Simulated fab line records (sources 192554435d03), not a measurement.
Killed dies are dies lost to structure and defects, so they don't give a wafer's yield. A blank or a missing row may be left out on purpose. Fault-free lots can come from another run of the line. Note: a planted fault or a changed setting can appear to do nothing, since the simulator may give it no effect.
Chamber matching -- flow n5Finfet -- rieDiel-01 running N5_BEOL_M8_ETCH_65: 4 sister chambers
The step etches SiARC in CF4, target depth 15.6 nm, time 26 s. 4 wafers are shown with their chamber, then 7 later ones without.

== WAFERS PAIRED WITH THEIR CHAMBERS ==
wafer,chamber,etchRfOnTimeS (s)
L088.3,3,26.3
L088.5,1,25.3
L094.1,2,25.4
L094.2,0,24.6

== WAFERS WHOSE CHAMBER IS MISSING ==
wafer,etchRfOnTimeS (s)
L094.6,26.4
L091.1,24.8
L091.4,25.6
L091.5,25.6
L095.1,26.4
L095.5,25.4
L095.6,26.2

== WHICH CHAMBER EACH ONE RAN IN ==
wafer,from the rows above,in truth
L094.6,3,3
L091.1,0,0
L091.4,can't be placed: 2 or 1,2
L091.5,can't be placed: 2 or 1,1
L095.1,3,3
L095.5,can't be placed: 2 or 1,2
L095.6,3,3
4 of 7 placed correctly. Unplaceable from these rows: 3, with the true chamber sitting among the candidates in 3. 0 placed wrongly.
How it was worked out, from the rows above alone: a wafer's distance from a chamber is the root of the sum, over the readings, of the square of ((its reading less the chamber's mean) divided by the reading's scatter). The wafer belongs to the nearest chamber; if the next one is less than 2 further off, it can't be placed. A chamber's mean is the mean of its shown wafers. The scatter: with one shown wafer a chamber, the root of the mean of the squares of how far each hidden wafer lies from its nearest shown one.
